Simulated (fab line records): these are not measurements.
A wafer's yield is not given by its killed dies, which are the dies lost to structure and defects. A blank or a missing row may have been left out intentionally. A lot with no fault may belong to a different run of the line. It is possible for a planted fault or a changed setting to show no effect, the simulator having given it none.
fab line records ; flow n5-finfet
[record] lots = 7; wafers = 21; last-day = 18
route steps=1938 shown ILD0@342 SDB@347
lots that met no fault: from a run of the same line without faults
start-h: hours from the record's opening day to when the first of the lot's shown wafers began ; wait-h: hours elapsed since this lot's preceding step ; " as in the row above ; L1.1+2: a row that stands for several wafers ; - no value present, or no start provided ; * or withheld: withheld ; < > ~ a bound
route shown NAME@n: NAME is a module with steps in the file, n the number in the route of the first one ; usual: average and standard deviation across the fault-free wafers ; same: alike in all rows ; chamber/n: place in a boat ; sites: the reading at each site ; _std_site: the values' standard deviation ; _edge_site: outer sites' mean less inner sites' ; radius-mm: for every site, how far away it sits from the centre of the wafer ; mask NAME#n: copy n ; behind: the last tool/chamber to shape the wafer ; hold: the reason the lot was held/the length of the hold in hours/how it ended ; device: transistor that didn't switch, given as n, p or np ; end of line: the tests these same wafers got at the end of their route ; a step with no rows: only its recipe ; killed: at the first sort, the dies lost to defects and structure; wafer yield is something else ; map: per-die view of a wafer (x killed, . not killed, _ where there is no die)
set.NAME: the setting the step ran with; set.NAME@STEP: the setting that earlier step ran with ; model.NAME: the simulator's own value behind a step, which no gauge read
a table for each step, a row for each wafer; lots at some steps of the route
services: a tool's chamber out of use, with start hour (start-h, from the record's first day; less than 0 if before it), hours out, and reason
[[steps]]
[step N5_ILD0_PRECLEAN_10]
[recipe] chemistry = NF3:NH3; afs-cycles = 5; time-s = 20; temp-c = 30; sublimation-temp-c = 180; sublimation-time-s = 60; pressure-torr = 3; rf-power-w = 30
[step N5_ILD0_ALD_15]
[recipe] material = SiNx; target-thk-a = 240; temp-c = 400; ald-precursor-family = SiH2I2; ald-co-reactant = N2/H2-plasma; pulse-time-s = 1; ald-cycles = 480; purge-time-s = 2; co-reactant-purge-time-s = 2; pressure-torr = 2
[usual] heater-power-outer-w = 534/53; heater-power-w = 863/77; precursor-pulse-height-rel = 1.002/0.019
[same] pulse-time-s = 1
lot.wafer;tool;chamber;start-h;wait-h;heater-power-outer-w;heater-power-w;precursor-pulse-height-rel
L610.1;ald-sin-03;3;88.03;0.6;554;939;0.986
L610.4;ald-sin-03;1;88.03;0.6;568;869;0.980
L610.6;ald-sin-03;0;89.12;1.1;540;863;1.008
L611.3;ald-sin-01;0;94.25;1.1;544;836;1.000
L611.5;ald-sin-01;0;95.33;1.9;556;832;1.001
L611.6;ald-sin-01;3;95.33;1.9;545;954;1.021
L612.1;ald-sin-01;3;98.65;0.8;538;941;1.009
L612.2;ald-sin-01;0;98.65;0.8;539;810;0.999
L612.4;ald-sin-01;2;98.65;0.8;487;804;1.037
L616.1;ald-sin-03;2;120.99;0.7;429;729;0.993
L616.3;ald-sin-03;3;120.99;0.7;561;922;1.029
L616.5;ald-sin-03;0;122.07;1.4;547;880;1.010
L622.2;ald-sin-02;3;159.83;0.6;483;778;1.006
L622.4;ald-sin-02;2;159.83;0.6;649;967;0.987
L622.5;ald-sin-02;1;160.91;1.4;482;783;1.036
L625.1;ald-sin-02;3;177.91;0.6;481;772;0.993
L625.3;ald-sin-02;0;177.91;0.6;515;825;1.019
L625.5;ald-sin-02;0;178.99;1.2;526;829;1.000
L627.1;ald-sin-03;3;190.48;2.6;562;903;1.011
L627.3;ald-sin-03;1;190.48;2.6;566;851;0.995
L627.4;ald-sin-03;1;191.56;3.2;567;886;1.001
[step N5_ILD0_CMP_12]
[recipe] stop-on = poly-Si; material = SiNx; t-overpolish-s = 6; post-cmp-clean = alkaline-brush; down-force-psi = 2.5; platen-rpm = 51.8; pad-velocity-m-s = 1.0307; target-thk-nm = 17.67
[usual] motor-current-A = 9.1/0.66; overpolish-run-s = 5.999/0.0087; time-to-endpoint-s = 30.3/2
lot.wafer;tool;chamber;start-h;wait-h;motor-current-A;overpolish-run-s;time-to-endpoint-s
L610.1;cmp-02;2;90.23;1.1;8.9;5.999;29.7
L610.4;cmp-02;3;90.23;1.1;9.2;6.016;32.5
L610.6;cmp-02;3;90.23;1.1;9.5;5.994;31.2
L611.3;cmp-03;3;96.52;1.2;8.8;6.000;32.4
L611.6;cmp-03;1;96.52;1.2;8.0;5.979;30.0
L611.5;cmp-03;2;96.52;1.2;9.3;6.001;31.7
L612.2;cmp-01;2;100.85;1.1;9.0;5.994;30.7
L612.1;cmp-01;3;100.85;1.1;9.4;5.985;29.3
L612.4;cmp-01;1;100.85;1.1;10.0;6.005;30.7
L616.3;cmp-02;1;123.22;1.2;8.5;5.997;32.9
L616.1;cmp-02;2;123.22;1.2;8.8;6.000;29.2
L616.5;cmp-02;0;123.22;1.2;9.4;6.007;30.2
L622.4;cmp-03;2;162.12;1.2;10.2;5.986;29.3
L622.2;cmp-03;3;162.12;1.2;8.4;5.999;28.8
L622.5;cmp-03;2;162.12;1.2;10.2;5.995;30.0
L625.1;cmp-03;1;180.18;1.2;8.0;6.005;32.7
L625.3;cmp-03;2;180.18;1.2;10.3;6.004;33.1
L625.5;cmp-03;0;180.18;1.2;8.7;5.998;31.4
L627.4;cmp-01;2;192.72;0.1;8.8;5.988;32.2
L627.1;cmp-01;3;192.72;0.1;9.8;6.005;31.9
L627.3;cmp-01;0;192.72;0.1;9.4;5.996;32.4
[step N5_ILD0_THK_MEAS_13]
[usual] thk-nm = 18.2/0.98
lot.wafer;tool;chamber;start-h;wait-h;thk-nm
L610.1;film-metro-02;-;90.53;-;16.7
L610.4;film-metro-02;-;90.53;-;19.4
L610.6;film-metro-02;-;90.53;-;18.8
L611.3;film-metro-01;-;96.74;-;18.3
L611.5;film-metro-01;-;96.74;-;17.6
L611.6;film-metro-01;-;96.74;-;17.6
L612.1;film-metro-01;-;101.14;-;18.4
L612.2;film-metro-01;-;101.14;-;17.7
L612.4;film-metro-01;-;101.14;-;18.8
L616.1;film-metro-02;-;123.48;-;17.7
L616.3;film-metro-02;-;123.48;-;19.3
L616.5;film-metro-02;-;123.48;-;16.7
L622.2;film-metro-01;-;162.37;-;18.0
L622.4;film-metro-01;-;162.37;-;20.5
L622.5;film-metro-01;-;162.37;-;18.1
L625.1;film-metro-02;-;180.40;-;18.5
L625.3;film-metro-02;-;180.40;-;19.3
L625.5;film-metro-02;-;180.40;-;19.1
L627.1;film-metro-02;-;192.97;-;18.4
L627.3;film-metro-02;-;192.97;-;18.8
L627.4;film-metro-02;-;192.97;-;18.8
[step N5_ILD0_INSPECT_06]
[recipe] inspect-instrument = darkfield; mode = post-cmp
[usual] raw-defect-count = 38/15
lot.wafer;tool;chamber;start-h;wait-h;raw-defect-count
L610.1;defect-inspect-01;-;90.55;0.0;25
L610.4;defect-inspect-01;-;90.55;0.0;56
L610.6;defect-inspect-01;-;90.55;0.0;49
L611.3;defect-inspect-01;-;96.77;0.0;34
L611.5;defect-inspect-01;-;96.77;0.0;27
L611.6;defect-inspect-01;-;96.77;0.0;32
L612.1;defect-inspect-02;-;101.17;0.0;34
L612.2;defect-inspect-02;-;101.17;0.0;20
L612.4;defect-inspect-02;-;101.17;0.0;29
L616.1;defect-inspect-02;-;123.51;0.0;24
L616.3;defect-inspect-02;-;123.51;0.0;31
L616.5;defect-inspect-02;-;123.51;0.0;12
L622.2;defect-inspect-01;-;162.40;0.0;23
L622.4;defect-inspect-01;-;162.40;0.0;13
L622.5;defect-inspect-01;-;162.40;0.0;40
L625.1;defect-inspect-02;-;180.43;0.0;28
L625.3;defect-inspect-02;-;180.43;0.0;44
L625.5;defect-inspect-02;-;180.43;0.0;36
L627.1;defect-inspect-02;-;193.00;0.0;33
L627.3;defect-inspect-02;-;193.00;0.0;57
L627.4;defect-inspect-02;-;193.00;0.0;64
[step N5_SDB_HM_DEP_00]
[recipe] material = SiNx; target-thk-a = 400; temp-c = 400; precursor = SiH4/NH3/N2; pressure-torr = 1.5; rf-w = 300; time-s = 35.3
[usual] heater-power-outer-w = 492/100; heater-power-w = 806/130; showerhead-plenum-p-Torr = 5.17/0.078; throttle-valve-pct = 40.9/1.8
lot.wafer;tool;chamber;start-h;wait-h;heater-power-outer-w;heater-power-w;showerhead-plenum-p-Torr;throttle-valve-pct
L610.1;pecvd-01;2;90.59;0.0;570;914;5.31;40.8
L610.4;pecvd-01;2;90.59;0.0;565;893;5.31;40.9
L610.6;pecvd-01;0;90.59;0.0;547;873;5.24;41.2
L611.3;pecvd-01;1;96.81;0.0;343;621;5.11;44.1
L611.5;pecvd-01;2;96.81;0.0;680;1019;5.31;40.8
L611.6;pecvd-01;0;96.81;0.0;562;920;5.23;41.2
L612.1;pecvd-04;1;101.21;0.0;373;644;5.06;40.5
L612.2;pecvd-04;0;101.21;0.0;575;943;5.13;39.2
L612.4;pecvd-04;0;101.21;0.0;562;930;5.12;38.7
L616.1;pecvd-01;0;123.54;0.0;493;817;5.24;41.2
L616.3;pecvd-01;1;123.54;0.0;410;706;5.13;43.9
L616.5;pecvd-01;2;123.54;0.0;665;1046;5.30;41.0
L622.2;pecvd-02;1;162.44;0.0;576;863;5.17;39.0
L622.4;pecvd-02;2;162.44;0.0;422;683;5.15;40.6
L622.5;pecvd-02;0;162.44;0.0;347;631;5.11;39.0
L625.1;pecvd-02;0;180.46;0.0;409;742;5.11;39.1
L625.3;pecvd-02;2;180.46;0.0;443;727;5.15;40.5
L625.5;pecvd-02;2;180.46;0.0;446;738;5.15;40.3
L627.1;pecvd-01;2;193.04;0.0;624;955;5.32;41.7
L627.3;pecvd-01;1;193.04;0.0;355;645;5.15;44.0
L627.4;pecvd-01;1;193.04;0.0;352;640;5.14;44.2
[step N5_SDB_COAT_03]
[recipe] resist = SOC; temp-c = 250; time-s = 60; spin-rpm = 1500; resist-thk-nm = 100
[step N5_SDB_COAT_04]
[recipe] resist = SiARC; temp-c = 220; time-s = 60; spin-rpm = 1500; resist-thk-nm = 18
[step N5_SDB_COAT_05]
[recipe] resist = CAR-ArF; spin-rpm = 1500; resist-thk-nm = 90
[step N5_SDB_EBR_07]
[recipe] solvent = PGMEA; ebr-width-mm = 1.5
[step N5_SDB_SOFTBAKE_06]
[recipe] temp-c = 110; time-s = 60; resist = CAR-ArF
[step N5_SDB_EXPOSE_08]
[recipe] mask-id = SDB; na = 1.35; source-shape = conventional; sigma-outer = 0.5; polarization = unpolarized; dose-mj = 49.6
[step N5_SDB_PEB_09]
[recipe] peb-temp-c = withheld; peb-time-s = 60; resist = CAR-ArF
[usual] chill-plate-temp-C = 23.00/0.12; exhaust-pa = 45.0/0.8; peb-time-s = 60/0
lot.wafer;tool;chamber;start-h;wait-h;chill-plate-temp-C;exhaust-pa;peb-time-s
L610.1;litho-track-03;-;90.85;0.1;-;-;-
L610.4;litho-track-03;-;90.85;0.1;-;-;-
L610.6;litho-track-03;-;90.85;0.1;-;-;-
L611.3;litho-track-01;-;97.19;0.0;-;-;-
L611.5;litho-track-01;-;97.19;0.0;-;-;-
L611.6;litho-track-01;-;97.19;0.0;-;-;-
L612.1;litho-track-01;-;101.59;0.1;-;-;-
L612.2;litho-track-01;-;101.59;0.1;-;-;-
L612.4;litho-track-01;-;101.59;0.1;-;-;-
L616.1;litho-track-04;0;123.93;0.1;22.90;45.0;60
L616.3;litho-track-04;0;123.93;0.1;23.08;46.0;60
L616.5;litho-track-04;0;123.93;0.1;22.91;44.7;60
L622.2;litho-track-04;0;162.82;0.0;22.92;45.9;60
L622.4;litho-track-04;0;162.82;0.0;22.94;44.5;60
L622.5;litho-track-04;0;162.82;0.0;22.97;44.8;60
L625.1;litho-track-01;0;180.72;0.1;23.01;43.7;60
L625.3;litho-track-01;0;180.72;0.1;22.89;45.1;60
L625.5;litho-track-01;0;180.72;0.1;23.02;43.7;60
L627.1;litho-track-01;0;193.42;0.1;23.06;44.4;60
L627.3;litho-track-01;0;193.42;0.1;23.11;43.1;60
L627.4;litho-track-01;0;193.42;0.1;23.13;44.7;60
[step N5_SDB_DEVELOP_10]
[recipe] develop-time-s = 30; developer = TMAH; resist = CAR-ArF; rinse-liquid = diw; dry = air-spin; dev-temp-c = 23
[[services]]
tool;chamber;start-h;hours;kind
ald-sin-01;2;75.89;7.2;repair
ald-sin-02;2;82.74;2.1;repair
cmp-01;-;93.90;1.4;repair
pecvd-01;2;100.32;2.1;scheduled-down
cmp-02;-;100.79;5.0;pm
litho-track-01;-;107.62;-;consumable-replace:filter
ald-sin-01;3;111.50;1.7;repair
ald-sin-01;3;118.03;6.7;repair
cmp-02;-;124.05;1.7;repair
cmp-03;-;134.35;1.1;repair
litho-track-01;-;138.60;-;consumable-replace:filter
pecvd-02;-;149.75;5.7;repair
cmp-02;-;152.69;6.7;pm
ald-sin-03;2;156.64;36.8;repair
cmp-02;-;161.78;1.0;repair
cmp-03;-;164.44;0.8;repair
pecvd-01;0;174.52;5.0;scheduled-down
ald-sin-01;-;177.36;14.0;pm
cmp-03;-;177.97;0.9;repair
cmp-02;-;178.59;2.0;repair
pecvd-01;1;179.52;2.1;scheduled-down
cmp-02;-;187.59;1.3;repair
ald-sin-01;-;191.36;6.1;pm
cmp-03;-;191.59;4.0;pm
[[key]]
[first-sign] step = N5_SDB_PEB_09; reading = tool-record; direction = missing
effect none on later readings
met-at N5_SDB_PEB_09
struck-wafers L610.1,L610.4,L610.6,L611.3,L611.5,L611.6,L612.1,L612.2,L612.4
later-rows-left-out L610.1,L610.4,L610.6,L611.3,L611.5,L611.6,L612.1,L612.2,L612.4
sort-left-out L610.1,L610.4,L610.6,L611.3,L611.5,L611.6,L612.1,L612.2,L612.4
[fault] kind = skipped-step-whole; tool = litho-track-01,litho-track-03; chamber = -; onset-h = 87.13; steps = N5_SDB_PEB_09; scope = struck-lots-only
// sort-left-out: the simulated sort isn't trusted on such a fault, so these wafers' sort isn't shown, and their yield isn't known
// later-rows-left-out: the simulator's readings of these wafers behind a module that went badly wrong aren't trusted and aren't shown, but for the sort
